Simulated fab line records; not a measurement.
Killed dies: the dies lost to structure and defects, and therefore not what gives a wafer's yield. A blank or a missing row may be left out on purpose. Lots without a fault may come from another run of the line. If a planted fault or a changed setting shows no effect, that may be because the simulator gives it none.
Which tool did it? || flow n5 finfet || Sampling: 10 lots, 30 wafers, 3 of 1938 route steps

## WHAT EACH GAUGE READ, for each wafer
N5_BEOL_M10_INSPECT_58: inspects for defects (darkfield).
{"lot": "L169", "measured": "day 10 02:37", "on": "defect inspect-02", "raw defect count": "118 114 60"}
{"lot": "L172", "measured": "day 10 21:09", "on": "defect inspect-02", "raw defect count": "66 51 67"}
{"lot": "L170", "measured": "day 10 21:17", "on": "defect inspect-01", "raw defect count": "48 74 78"}
{"lot": "L173", "measured": "day 10 23:58", "on": "defect inspect-02", "raw defect count": "104 87 75"}
{"lot": "L171", "measured": "day 11 01:47", "on": "defect inspect-02", "raw defect count": "59 73 58"}
{"lot": "L176", "measured": "day 11 10:28", "on": "defect inspect-02", "raw defect count": "62 74 54"}
{"lot": "L174", "measured": "day 11 15:25", "on": "defect inspect-02", "raw defect count": "49 40 72"}
{"lot": "L181", "measured": "day 13 18:05", "on": "defect inspect-01", "raw defect count": "537 496 534"}
{"lot": "L182", "measured": "day 14 03:53", "on": "defect inspect-01", "raw defect count": "540 507 468"}
{"lot": "L191", "measured": "day 15 21:19", "on": "defect inspect-02", "raw defect count": "70 112 116"}

## EACH LOT AND THE TOOL THAT RAN IT (in order: tool; ch and the chambers of the sampled wafers; start)
{"lot": "L169", "N5_BEOL_M10_SPUTTER_48": "pvd sputter-02, day 10 01:04", "N5_BEOL_M10_PRE_CLEAN_55": "pecvd-01 ch 0,1, day 10 02:28"}
{"lot": "L172", "N5_BEOL_M10_SPUTTER_48": "pvd sputter-01, day 10 20:02", "N5_BEOL_M10_PRE_CLEAN_55": "pecvd-01 ch 1,2, day 10 21:01"}
{"lot": "L170", "N5_BEOL_M10_SPUTTER_48": "pvd sputter-01, day 10 20:09", "N5_BEOL_M10_PRE_CLEAN_55": "pecvd-03 ch 0,2, day 10 21:10"}
{"lot": "L173", "N5_BEOL_M10_SPUTTER_48": "pvd sputter-02, day 10 22:53", "N5_BEOL_M10_PRE_CLEAN_55": "pecvd-01 ch 1,2, day 10 23:50"}
{"lot": "L171", "N5_BEOL_M10_SPUTTER_48": "pvd sputter-03, day 11 00:39", "N5_BEOL_M10_PRE_CLEAN_55": "pecvd-03 ch 0,1,2, day 11 01:41"}
{"lot": "L176", "N5_BEOL_M10_SPUTTER_48": "pvd sputter-02, day 11 09:15", "N5_BEOL_M10_PRE_CLEAN_55": "pecvd-03 ch 0,2, day 11 10:18"}
{"lot": "L174", "N5_BEOL_M10_SPUTTER_48": "pvd sputter-03, day 11 13:54", "N5_BEOL_M10_PRE_CLEAN_55": "pecvd-02 ch 0,1,2, day 11 15:17"}
{"lot": "L181", "N5_BEOL_M10_SPUTTER_48": "pvd sputter-03, day 13 16:49", "N5_BEOL_M10_PRE_CLEAN_55": "pecvd-01 ch 0,1,2, day 13 17:58"}
{"lot": "L182", "N5_BEOL_M10_SPUTTER_48": "pvd sputter-01, day 14 02:50", "N5_BEOL_M10_PRE_CLEAN_55": "pecvd-01 ch 0,1,2, day 14 03:46"}
{"lot": "L191", "N5_BEOL_M10_SPUTTER_48": "pvd sputter-01, day 15 20:20", "N5_BEOL_M10_PRE_CLEAN_55": "pecvd-02 ch 1,2, day 15 21:11"}
- N5_BEOL_M10_SPUTTER_48: material Cu, target thk 12 nm, time 2 s.
- N5_BEOL_M10_PRE_CLEAN_55: time 15 s.

## THE ANSWER, worked out from the rows above alone
Rule: the usual values come from the lots themselves. The widest of any qualifying gaps counts: lots, ordered by their means at a reading, are off when they make up no more than a third of the lots, leave a main group of 4 or more, and stand apart from it by 3 or more times the standard deviation of that group's means. If all means in a main group match to the digits the tables above print for the reading, that group is not used. Also off: a lot with no number at a reading for which 4 or more lots have one. The other lots that the step has rows for count as sound.
Off: L181, L182 (N5_BEOL_M10_INSPECT_58, raw defect count). Mean 74 and standard deviation 17 in the main group.
A tool fits if, at a process step before that reading, it ran every lot that is off, and no sound lot after the first of them. Gauges at N5_BEOL_M10_INSPECT_58: tried the same way as those tools. Undecided on this evidence; 2 tools fit (pecvd-01 at N5_BEOL_M10_PRE_CLEAN_55, defect inspect-01 at N5_BEOL_M10_INSPECT_58).

## WHAT WAS PUT IN BY THE SIMULATOR
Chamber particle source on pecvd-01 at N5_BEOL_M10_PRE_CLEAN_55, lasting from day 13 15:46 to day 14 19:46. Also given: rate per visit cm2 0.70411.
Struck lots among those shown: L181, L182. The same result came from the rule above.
